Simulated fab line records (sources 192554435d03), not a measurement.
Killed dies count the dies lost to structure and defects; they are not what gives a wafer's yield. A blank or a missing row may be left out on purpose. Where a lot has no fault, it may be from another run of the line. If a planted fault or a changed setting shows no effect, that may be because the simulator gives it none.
Chamber matching + flow n5_finfet + 4 sister chambers for N5_BEOL_M10_CMP_52 on cmp-01
The step polishes, stops on SiCOH lowk, t overpolish 7 s, target thk 140 nm. 4 wafers are shown with their chamber, then 8 later ones without.

== EACH WAFER AND ITS CHAMBER ==
| wafer  | chamber | motor_current_A (A) |
|--------|---------|---------------------|
| L084.4 | 0       | 6.1                 |
| L091.3 | 3       | 5.8                 |
| L091.4 | 2       | 5.5                 |
| L092.2 | 1       | 7.1                 |

== WAFERS WITH NO CHAMBER GIVEN ==
| wafer  | motor_current_A (A) |
|--------|---------------------|
| L092.4 | 5.8                 |
| L092.6 | 5.3                 |
| L093.2 | 5.5                 |
| L093.5 | 6.1                 |
| L093.6 | 6.3                 |
| L096.2 | 5.6                 |
| L096.3 | 6.0                 |
| L096.4 | 7.0                 |

== WHICH CHAMBER EACH WENT THROUGH ==
| wafer  | from the rows above     | in truth                   |
|--------|-------------------------|----------------------------|
| L092.4 | 3                       | 3                          |
| L092.6 | 2                       | 2                          |
| L093.2 | 2                       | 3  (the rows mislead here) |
| L093.5 | 0                       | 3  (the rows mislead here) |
| L093.6 | 0                       | 0                          |
| L096.2 | can't be placed: 2 or 3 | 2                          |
| L096.3 | can't be placed: 0 or 3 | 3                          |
| L096.4 | 1                       | 1                          |
Correct placement for 4 of the 8. Can't be placed from these rows: 2 (the true chamber is among the candidates in 2). Placed wrongly: 2.
How it was worked out, from the rows above alone: a wafer's distance from a chamber is the root of the sum, over the readings, of the square of ((its reading less the chamber's mean) divided by the reading's scatter). The wafer belongs to the nearest chamber; if the next one is less than 2 further off, it can't be placed. Each chamber's mean is taken over the wafers shown for it. The scatter: root of mean squared gap, hidden wafer to nearest shown wafer, with one shown wafer a chamber.
